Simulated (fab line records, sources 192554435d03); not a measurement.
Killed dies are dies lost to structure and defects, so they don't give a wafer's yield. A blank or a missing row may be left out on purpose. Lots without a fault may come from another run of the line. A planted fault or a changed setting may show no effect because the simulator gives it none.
Split-lot experiment | flow n5_finfet | 7 lots, 21 wafers read, on a route of 1938 steps

THE SPLIT
At N5_HKMG_FIN_DESCUM_17 (chemistry O2, time 7.9 s), the setting time_s was moved away from the recipe's 7.9 s on 9 of the 21 wafers read, by -17.9% to +18.0%. The other wafers ran this setting at the recipe's value.

The file shows no step between the split and the reading.

THE READING
CAR-ArF_of_HKMG_FIN_COAT_06.thk_nm (the simulator's own value, which no gauge read), in nm, at N5_HKMG_FIN_ETCH_31 (etches SiARC in CF4, target depth 45.5 nm, time 75.8 s). The file gives no usual value for it. The 12 wafers here that ran the recipe average 50.7 nm, standard deviation 0.25 nm.

wafer  | tool, chamber at the split | time_s as run, s | against the recipe | CAR-ArF_of_HKMG_FIN_COAT_06.thk_nm, nm | against lot-mates on the recipe
L076.1 | rie_diel-02, 1             | 7.9              | recipe             | 50.6                                   | -
L076.4 | rie_diel-02, 0             | 6.483            | -17.9%             | 51.4                                   | +0.6
L076.5 | rie_diel-02, 3             | 7.9              | recipe             | 51                                     | -
L077.1 | rie_diel-03, 2             | 8.989            | +13.8%             | 50.2                                   | -0.6
L077.2 | rie_diel-03, 1             | 8.989            | +13.8%             | 50                                     | -0.8
L077.4 | rie_diel-03, 2             | 7.9              | recipe             | 50.8                                   | -
L079.3 | rie_diel-03, 1             | 9.32             | +18.0%             | 50                                     | -0.8
L079.4 | rie_diel-03, 3             | 9.32             | +18.0%             | 50.2                                   | -0.6
L079.5 | rie_diel-03, 1             | 7.9              | recipe             | 50.8                                   | -
L089.2 | rie_diel-03, 3             | 6.82             | -13.7%             | 51.2                                   | +0.7
L089.3 | rie_diel-03, 2             | 7.9              | recipe             | 50.4                                   | -
L089.6 | rie_diel-03, 2             | 7.9              | recipe             | 50.6                                   | -
L090.1 | rie_diel-02, 0             | 7.9              | recipe             | 51.2                                   | -
L090.4 | rie_diel-02, 1,0           | 8.835            | +11.8%             | 50.4                                   | -0.8
L090.5 | rie_diel-02, 1,0           | 8.835            | +11.8%             | 50.4                                   | -0.8
L091.3 | rie_diel-02, 0,3           | 7.9              | recipe             | 50.8                                   | -
L091.5 | rie_diel-02, 0,3           | 7.9              | recipe             | 50.4                                   | -
L091.6 | rie_diel-02, 2             | 7.9              | recipe             | 50.4                                   | -
L093.1 | rie_diel-03, 2             | 7.149            | -9.5%              | 51.2                                   | +0.3
L093.2 | rie_diel-03, 0             | 7.9              | recipe             | 50.8                                   | -
L093.3 | rie_diel-03, 3             | 7.9              | recipe             | 51                                     | -
Where a row lists several chambers, the file gives one row for several wafers and doesn't say which wafer went through which chamber.

THE FIT
A straight line over all 21 wafers: CAR-ArF_of_HKMG_FIN_COAT_06.thk_nm changes by -0.0373 nm for each +1% of time_s; r = -0.86; the points scatter about the line by 0.21 nm.
The same after taking each lot's own level away (the mean of its wafers on the recipe; 21 wafers): -0.0446 nm for each +1%; r = -0.94; scatter 0.16 nm.
On that fit, the largest move of time_s shifts the reading by 0.8 nm.
The lots' own levels span 50.50 to 51.20 nm, that is 2.8 times the standard deviation above.
So the lot-to-lot level changes the slope: the two fits differ.
Check: with one of the wafers moved furthest among these (+18.0%) left out of the fit, the line predicts -0.845 nm for it against its lot-mates. It came out at -0.8 nm against them.

OTHER SPLITS ON THESE WAFERS
These wafers also went through other splits before the reading. Each is held against what the fit with the lots' levels taken away leaves over:
other split on the same wafers   | wafers away from the commonest value | r with CAR-ArF_of_HKMG_FIN_COAT_06.thk_nm (lot level and that fit taken away)
N5_SD_EPI_P_EXPOSE_06 dose_mj    | 8                                    | +0.06
N5_HKMG_FIN_HK_ALD_01 ald_cycles | 9                                    | +0.23
N5_HKMG_FIN_PEB_47 peb_time_s    | 4                                    | +0.14
N5_HKMG_FIN_PEB_10 peb_time_s    | 10                                   | -0.11

THE WHOLE CHAIN: every reading that the file lists as answering this split, in the file's order
step                  | what it does                                           | reading                                                                             | change (the file's fit)                | r (the file's)
N5_HKMG_FIN_DESCUM_17 | chemistry O2, time 7.9 s                               | CAR-ArF_of_HKMG_FIN_COAT_06.thk_nm (the simulator's own value, which no gauge read) | -0.0467 nm for each +1% of the setting | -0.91
N5_HKMG_FIN_ETCH_31   | etches SiARC in CF4, target depth 45.5 nm, time 75.8 s | CAR-ArF_of_HKMG_FIN_COAT_06.thk_nm (the simulator's own value, which no gauge read) | -0.0438 nm for each +1% of the setting | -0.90

THE FILE'S OWN FIT
CAR-ArF_of_HKMG_FIN_COAT_06.thk_nm changes by -0.0438 nm for each +1% of time_s, r = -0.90.
